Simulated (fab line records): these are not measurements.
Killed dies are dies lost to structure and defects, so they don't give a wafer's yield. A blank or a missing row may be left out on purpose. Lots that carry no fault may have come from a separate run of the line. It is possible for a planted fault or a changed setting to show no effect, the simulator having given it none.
The same fault as seen by 3 desks | flow nand-harc | each desk has only its own numbers; what lay behind them comes last

THE DEFECT DESK
Lot by lot, what the route's inspections counted, given as the mean of those sampled wafers with a number. The brackets show how far a lot's mean lies from the usual mean; more than 4 standard deviations puts the lot out of limits, marked OUT.
Columns: A = raw-defect-count at NHARC_A_DECK1_JOINT_INSPECT_05, usual 319
lot  | first seen here | A
L677 | day 13 03:39    | 317
L681 | day 14 09:11    | 239
L682 | day 14 22:50    | 170
L686 | day 16 14:56    | 230
L687 | day 16 20:31    | 297
L688 | day 16 20:31    | 584
L691 | day 18 07:37    | 277
L693 | day 19 11:29    | 296
L695 | day 20 01:37    | 294
L694 | day 20 01:38    | 323
L697 | day 20 19:52    | 188
L699 | day 21 22:25    | 637
L698 | day 23 03:15    | 201
This desk's verdict: no lot among the 13 shows anything out of limits.

THE METROLOGY DESK
What the gauges read for every lot (on any tool): the sampled wafers with a number, averaged. The brackets show how far a lot's mean lies from the usual mean; more than 4 standard deviations puts the lot out of limits, marked OUT.
Columns: A = thk-nm at NHARC_A_ONON_D2_THK_MEAS_05, usual 1000 nm
lot  | first seen here | A
L677 | day 13 04:49    | 998
L681 | day 14 10:20    | 992
L682 | day 15 00:00    | 1003
L686 | day 16 16:05    | 998
L687 | day 16 21:40    | 1003
L688 | day 16 21:40    | 1000
L691 | day 18 09:02    | 1008
L693 | day 19 12:38    | 1307 (+31) OUT
L695 | day 20 02:46    | 1244 (+24) OUT
L694 | day 20 02:54    | 981
L697 | day 20 21:02    | 1138 (+14) OUT
L699 | day 21 23:34    | 998
L698 | day 23 04:23    | 1011
This desk's finding: out of limits on L693, L695, L697; first on L693, day 19 12:38 (thk-nm at NHARC_A_ONON_D2_THK_MEAS_05). Within limits: L677, L681, L682, L686, L687, L688, L691, L694, L699, L698.

AT THE TOOL OWNER'S DESK: pecvd-onon-04
The tool's own readings at NHARC_A_ONON_D2_DEP_03 (target thk 1000 nm): means of the sampled wafers that have a number, for each lot that ran on this tool. The brackets show how far a lot's mean lies from the usual mean; more than 4 standard deviations puts the lot out of limits, marked OUT.
Columns: A = n2o-flow-sccm at NHARC_A_ONON_D2_DEP_03, usual 2002 sccm; B = sih4-flow-sccm at NHARC_A_ONON_D2_DEP_03, usual 210.0 sccm
lot  | first seen here | A    | B
L682 | day 14 23:29    | 1998 | 210.3
L688 | day 16 21:13    | 2001 | 210.6
L691 | day 18 08:31    | 2001 | 209.6
L693 | day 19 12:07    | 2003 | 210.1
L695 | day 20 02:19    | 2002 | 210.1
L697 | day 20 20:31    | 2009 | 209.4
This desk's verdict: no lot among the 6 shows anything out of limits.

PUT TOGETHER
L693, L695, L697 would have let the metrology desk raise an alarm at day 19 12:38.
No out-of-limits result turned up at the defect desk.
The tool owner's desk saw nothing out of limits.
The defect desk has L693, L695, L697 on record, within its limits.
The tool owner's desk has L693, L695, L697 on record, within its limits.
All the named lots went through NHARC_A_ONON_D2_DEP_03 on pecvd-onon-04.

WHAT THE SIMULATOR HAD PUT IN
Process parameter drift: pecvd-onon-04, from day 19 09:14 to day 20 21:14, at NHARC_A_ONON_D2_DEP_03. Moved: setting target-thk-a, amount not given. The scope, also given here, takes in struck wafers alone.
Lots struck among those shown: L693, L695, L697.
Delay in hours, fault start to first out-of-limits reading, per desk: metrology desk 3.
